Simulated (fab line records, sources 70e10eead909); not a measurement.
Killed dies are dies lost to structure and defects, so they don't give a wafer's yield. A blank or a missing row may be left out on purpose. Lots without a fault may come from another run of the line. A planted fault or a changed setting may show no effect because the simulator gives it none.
fab line records | flow nand_harc
record lots=5 wafers=15 last_day=32
route steps=1302 shown A_STAIRCASE@769
lots that met no fault: from a run of the same line without faults
start_h: hours from the record's first day to the start of the lot's first wafer shown | wait_h: hours since the lot's step before | " the same as in the row above | L1.1+2: a row that stands for several wafers | - no value, or no start given | * or withheld: withheld | < > ~ a bound
route shown NAME@n: a module of which the file shows steps, and the number in the route of the first | usual: mean/standard deviation of fault-free wafers | same: alike in all rows | chamber/n: place in a boat | sites: the reading at each site | _std_site: their standard deviation | _edge_site: outer sites' mean less inner sites' | radius_mm: how far each site lies from the wafer's centre | mask NAME#n: copy n | behind: the tool/chamber that last shaped the wafer | hold: why the lot was held/for how many hours/how that ended | device: the transistor (n, p or np) that didn't switch | end of line: the same wafers' tests at the end of the route | a step without rows: its recipe alone | killed: dies lost to structure and defects at the first sort, not the wafer's yield | map: a wafer's dies, x killed, . not, _ none there
set.NAME: the setting as run; set.NAME@STEP: as run at that earlier step | model.NAME: the simulator's own value behind a step, which no gauge read
lots at some steps of the route; a table a step, a row a wafer
services: from which hour (start_h, from the record's first day; less than 0 if before it) a tool's chamber was out of use, for how many hours, and why
## steps
# step NHARC_A_STAIRCASE_STRIP_255
# recipe time_s=900 temp_c=130 chemistry=SPM
# usual bath_guard_temp_C=129.8/0.49 bath_heat_duty_pct=14.7/1.5
# columns lot.wafer tool chamber start_h wait_h bath_guard_temp_C bath_heat_duty_pct
L075.4 wet_bench-01 6 372.02 0.2 129.4 16.8
L075.1 " 7 " " 129.0 16.1
L075.6 " 1 " " 130.2 16.1
L079.6 wet_bench-03 0 420.65 0.1 129.5 14.2
L079.1 " 1 " " 130.2 15.7
L079.3 " 2 " " 130.4 14.7
L085.6 wet_bench-05 1 480.19 0.1 130.4 16.1
L085.3 " 2 " " 129.0 13.3
L085.2 " 5 " " 129.7 15.1
L087.4 wet_bench-03 2 497.75 0.2 130.0 13.8
L087.5 " 3 " " 130.1 15.0
L087.6 " 6 " " 130.9 14.2
L093.6 wet_bench-03 5 549.26 0.1 129.2 14.4
L093.2 " 6 " " 130.7 14.6
L093.4 " 2 " " 130.0 15.4
# step NHARC_A_STAIRCASE_PRECLEAN_256
# recipe time_s=* temp_c=50 bath_age_min=0 chemistry=SC1
# usual bath_guard_temp_C=49.8/0.52 bath_heat_duty_pct=7.0/0.83
# columns lot.wafer tool chamber start_h wait_h bath_guard_temp_C bath_heat_duty_pct
L075.4 wet_bench-01 6 - - 49.5 7.4
L075.1 " 7 " " 48.9 7.1
L075.6 " 1 " " 50.5 8.0
L079.6 wet_bench-03 0 - - 49.5 6.6
L079.1 " 1 " " 50.0 7.5
L079.3 " 2 " " 50.0 7.8
L085.6 wet_bench-05 1 - - 50.7 6.8
L085.3 " 2 " " 48.9 7.5
L085.2 " 5 " " 49.9 7.6
L087.4 wet_bench-03 2 - - 50.3 7.5
L087.5 " 3 " " 50.3 7.5
L087.6 " 6 " " 50.8 7.2
L093.6 wet_bench-03 5 - - 49.0 7.5
L093.2 " 6 " " 50.8 7.3
L093.4 " 2 " " 50.2 6.7
# step NHARC_A_STAIRCASE_SRD_257
# columns lot.wafer tool chamber start_h wait_h
L075.4+1+6 wet_bench-01 6,7,1 - -
L079.6+1+3 wet_bench-03 0,1,2 - -
L085.6+3+2 wet_bench-05 1,2,5 - -
L087.4+5+6 wet_bench-03 2,3,6 - -
L093.6+2+4 wet_bench-03 5,6,2 - -
# step NHARC_A_STAIRCASE_HM_DEP_456
# recipe target_thk_a=31000 temp_c=400 material=aC
# usual throttle_valve_pct=35.000/0.0097
# columns lot.wafer tool chamber start_h wait_h throttle_valve_pct
L075.1 acl_dep-02 0 372.48 - 35.003
L075.4 " 0 " " 34.996
L075.6 " 0 " " 35.005
L079.1 acl_dep-01 0 423.38 - 34.999
L079.3 " 0 " " 34.987
L079.6 " 0 " " 35.010
L085.2 acl_dep-01 0 481.48 - 34.999
L085.3 " 0 " " 34.995
L085.6 " 0 " " 34.985
L087.4 acl_dep-03 0 503.12 - 34.993
L087.5 " 0 " " 35.005
L087.6 " 0 " " 34.994
L093.2 acl_dep-03 0 555.08 - 34.998
L093.4 " 0 " " 35.003
L093.6 " 0 " " 34.991
# step NHARC_A_STAIRCASE_DEP_259
# recipe target_thk_a=300 target_thk_nm=30 temp_c=400 pressure_torr=3.5 flow_sccm=200 rf_w=350 material=SiON
# usual heater_power_w=719/89
# columns lot.wafer tool chamber start_h wait_h heater_power_w
L075.1 pecvd-02 2 374.40 1.6 725
L075.6 " 0 " " 891
L075.4 " 1 " " 677
L079.3 pecvd-03 1 425.29 1.0 660
L079.1 " 2 " " 845
L079.6 " 2 " " 862
L085.3 pecvd-03 2 483.05 1.0 786
L085.2 " 1 " " 677
L085.6 " 1 " " 696
L087.4 pecvd-02 0 504.16 0.7 817
L087.6 " 1 " " 617
L087.5 " 2 " " 628
L093.2 pecvd-04 2 556.63 1.2 600
L093.4 " 2 " " 599
L093.6 " 0 " " 806
# step NHARC_A_STAIRCASE_DEHYDRATE_260
# recipe temp_c=150 time_s=120
# columns lot.wafer tool chamber start_h wait_h
L075.1+4+6 litho_track-02 0 374.62 0.2
L079.1+3+6 litho_track-03 0 425.53 0.2
L085.2+3+6 litho_track-03 0 483.32 0.2
L087.4+5+6 litho_track-02 0 504.35 0.2
L093.2+4+6 litho_track-03 0 556.91 0.2
# step NHARC_A_STAIRCASE_HMDS_261
# recipe time_s=30
# columns lot.wafer tool chamber start_h wait_h
L075.1+4+6 litho_track-02 0 - -
L079.1+3+6 litho_track-03 0 - -
L085.2+3+6 litho_track-03 0 - -
L087.4+5+6 litho_track-02 0 - -
L093.2+4+6 litho_track-03 0 - -
# step NHARC_A_STAIRCASE_COAT_262
# recipe spin_rpm=1200
# columns lot.wafer tool chamber start_h wait_h
L075.1+4+6 litho_track-02 0 - -
L079.1+3+6 litho_track-03 0 - -
L085.2+3+6 litho_track-03 0 - -
L087.4+5+6 litho_track-02 0 - -
L093.2+4+6 litho_track-03 0 - -
## services
# columns tool chamber start_h hours kind
pecvd-03 - 366.00 13.0 pm
pecvd-02 - 368.87 0.7 repair
acl_dep-01 - 369.44 13.0 pm
wet_bench-03 - 386.40 8.0 pm
litho_track-03 - 390.71 - consumable_replace:filter
wet_bench-03 0 394.40 - consumable_replace:bath
wet_bench-03 0 394.40 - consumable_replace:filter
wet_bench-03 1 394.40 - consumable_replace:bath
wet_bench-03 1 394.40 - consumable_replace:filter
litho_track-02 - 402.00 7.0 pm
pecvd-02 - 408.00 13.0 pm
acl_dep-02 - 430.10 13.0 pm
wet_bench-05 - 436.84 8.0 pm
pecvd-04 - 446.41 1.7 repair
litho_track-03 - 450.00 7.0 pm
pecvd-04 - 450.00 13.0 pm
wet_bench-01 - 453.74 8.0 pm
wet_bench-03 - 467.69 1.4 repair
pecvd-03 - 475.02 1.0 repair
acl_dep-03 - 484.93 13.0 pm
acl_dep-01 - 489.15 1.1 repair
pecvd-03 2 536.28 6.2 repair
pecvd-03 - 547.00 13.0 pm
acl_dep-01 - 550.99 13.0 pm
## key
fault none
